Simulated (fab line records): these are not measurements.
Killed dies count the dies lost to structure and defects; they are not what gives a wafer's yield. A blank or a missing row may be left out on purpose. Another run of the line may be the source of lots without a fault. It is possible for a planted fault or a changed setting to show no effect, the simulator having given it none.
Matching of chambers	flow n5Finfet	N5_BEOL_M11_ALD_74 on aldMetal-02: 4 sister chambers
The step deposits TaN, target thk 2 nm, pulse time 2 s, purge time 3 s. 16 wafers are shown with their chamber, then 7 later ones without.

== WAFERS, EACH WITH ITS CHAMBER ==
wafer	chamber	heaterPowerW (W)	heaterPowerOuterW (W)	susceptorTempC (C)
L444.1	1	302	168	275.34
L444.4	0	360	202	274.88
L444.6	1	296	175	275.16
L447.1	3	440	242	274.63
L447.3	2	327	177	274.80
L447.6	2	332	179	274.53
L449.1	2	336	178	274.92
L449.3	1	300	167	274.95
L449.4	0	360	207	275.30
L452.1	0	358	208	275.04
L452.3	3	449	232	275.43
L463.3	3	444	235	275.02
L463.5	2	333	184	274.90
L463.6	3	443	232	274.82
L462.1	0	366	205	274.93
L462.3	1	300	173	275.28

SIGNATURES, as means of the wafers listed above
reading	chamber 0	chamber 1	chamber 2	chamber 3	scatter within a chamber
heaterPowerW	361.00	299.50	332.00	444.00	3.4
heaterPowerOuterW	205.50	170.75	179.50	235.25	3.67
susceptorTempC	275.0375	275.1825	274.7875	274.9750	0.231
Rule: distance of a wafer from a chamber = root of the sum over the readings of ((wafer's reading minus chamber's mean) / reading's scatter) squared. The wafer belongs to the nearest chamber; if the next one is less than 2 further off, it can't be placed. The scatter is the square root of a quotient: the sum, over the shown wafers, of each reading's squared deviation from its chamber's mean, divided by wafers minus chambers.

== WAFERS WITH NO CHAMBER GIVEN ==
wafer	heaterPowerW (W)	heaterPowerOuterW (W)	susceptorTempC (C)
L462.5	363	204	275.08
L466.1	303	170	274.91
L466.3	334	176	275.12
L466.4	446	237	274.75
L465.3	462	231	274.67
L465.4	359	202	274.96
L465.5	425	234	274.84

== THE CHAMBER EACH PASSED THROUGH ==
wafer	from the rows above	in truth
L462.5	0	0
L466.1	1	1
L466.3	2	2
L466.4	3	3
L465.3	3	3
L465.4	0	0
L465.5	3	3
Correctly placed: 7 of 7. From these rows, 0 cannot be placed. Number placed wrongly: 0.
